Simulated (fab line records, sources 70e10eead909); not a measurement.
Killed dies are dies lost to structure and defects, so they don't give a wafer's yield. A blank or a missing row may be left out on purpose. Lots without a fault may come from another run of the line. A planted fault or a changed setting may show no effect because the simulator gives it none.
Problem report in the 8D (eight disciplines) form, filled by code | flow nand_harc | the parts of the form that need people (team, actions taken, sign-off) are left out

1. THE PROBLEM
heater_power_total_W at NHARC_A_M1_SOFTBAKE_04 reads a mean of 322.93 W on 1 wafer of 1 lot; wafers without a fault read 188.46 W with a standard deviation of 0.14. That is +99 or more standard deviations from the usual mean.
The step: time 55 s.
First seen on wafer L711.5, day 20 22:00, on litho_track-04. The record holds 36 wafers of 12 lots with a number at this step. Rule for "out", or "out of limits": more than 4 standard deviations from the usual mean. The other wafers with a number count as sound.

2. WHAT IT IS AND WHAT IT IS NOT
question                    | is                   | is not
which readings at this step | heater_power_total_W | chill_plate_temp_C
which lots                  | L711                 | L698, L699, L701, L702, L704, L705, L706, L707, L710, L719, L720
which wafers of those lots  | L711.5               | L711.1, L711.2
read on which tools         | litho_track-04       | litho_track-01, litho_track-06
when                        | from day 20 22:00    | up to then (26 sound wafers); but 9 sound wafers of L710, L719, L720 came after

3. SUSPECTS, AND WHAT RULES EACH OUT
Counting: a tool at a process step up to the reading stays a suspect if it ran every lot that is out. Sound lots after the first of them don't rule it out here, since some wafers of a struck lot are sound.
- rtp_anneal-02 at NHARC_A_M0_ANNEAL_30 (time 90 s): kept. It ran the lot that is out, L711 (day 20 20:52); its last sound lot up to then is L702 (day 18 22:49).
- litho_track-04 at NHARC_A_M1_SOFTBAKE_04 (time 55 s): kept. It ran the lot that is out, L711 (day 20 22:00); its last sound lot up to then is L705 (day 20 08:00). Its own readings are out on those wafers: heater_power_total_W.
Left after counting: rtp_anneal-02 at NHARC_A_M0_ANNEAL_30, litho_track-04 at NHARC_A_M1_SOFTBAKE_04.

4. THE CAUSE (what the simulator had put in)
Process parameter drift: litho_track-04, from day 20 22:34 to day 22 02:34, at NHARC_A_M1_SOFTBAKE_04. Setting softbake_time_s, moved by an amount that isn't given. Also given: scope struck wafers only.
Counting left 2 suspects, and this tool is among them.

5. THE CHAIN OF EFFECTS, in route order
Each row: a reading whose mean over the struck wafers that have a number lies more than 3 standard deviations from the usual. Only readings for which the record gives a usual standard deviation are gone through. hours: the time from each lot's start at the first step in this table that gives one to its start at this step, as a median over the lots. sigmas: the change in usual standard deviations.
hours | step                   | reading              | usual    | on struck wafers | change  | sigmas
0     | NHARC_A_M1_SOFTBAKE_04 | heater_power_total_W | 188.46 W | 322.93           | +134.47 | +99 or more
The process steps in it:
- NHARC_A_M1_SOFTBAKE_04: time 55 s.

6. WHAT WOULD HAVE CAUGHT IT SOONER
In this record the first reading out of limits was taken at day 20 22:00.
